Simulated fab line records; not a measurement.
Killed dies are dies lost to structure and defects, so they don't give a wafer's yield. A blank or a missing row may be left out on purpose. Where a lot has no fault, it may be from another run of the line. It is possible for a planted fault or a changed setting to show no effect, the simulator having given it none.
Chamber matching    flow n5 finfet    4 sister chambers for N5_BEOL_M10_CMP_52 on cmp-02
The step polishes, stops on SiCOH lowk, t overpolish 7 s, target thk 140 nm. 4 wafers are shown with their chamber, then 12 later ones without.

EACH WAFER AND ITS CHAMBER
wafer   chamber  motor current A (A)
L091.1  2        5.4
L091.3  0        6.3
L089.4  1        4.8
L089.6  3        6.5

WAFERS WHOSE CHAMBER IS MISSING
wafer   motor current A (A)
L092.2  6.2
L092.4  6.2
L092.6  4.7
L094.2  6.3
L094.3  5.4
L094.5  6.2
L095.1  5.3
L095.2  4.7
L095.4  6.7
L097.2  6.8
L097.3  5.6
L097.6  6.3

WHICH CHAMBER EACH WENT THROUGH
wafer   from the rows above      in truth
L092.2  can't be placed: 0 or 3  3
L092.4  can't be placed: 0 or 3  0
L092.6  1                        1
L094.2  can't be placed: 0 or 3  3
L094.3  2                        2
L094.5  can't be placed: 0 or 3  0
L095.1  2                        2
L095.2  1                        1
L095.4  can't be placed: 3 or 0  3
L097.2  can't be placed: 3 or 0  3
L097.3  2                        2
L097.6  can't be placed: 0 or 3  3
5 of 12 placed correctly. Can't be placed from these rows: 7 (the true chamber is among the candidates in 7). 0 placed wrongly.
How it was worked out, from the rows above alone: a wafer's distance from a chamber is the root of the sum, over the readings, of the square of ((its reading less the chamber's mean) divided by the reading's scatter). The wafer belongs to the nearest chamber; if the next one is less than 2 further off, it can't be placed. For every chamber, the mean is computed from those of its wafers that are shown. The scatter: with one shown wafer a chamber, the root of the mean of the squares of how far each hidden wafer lies from its nearest shown one.
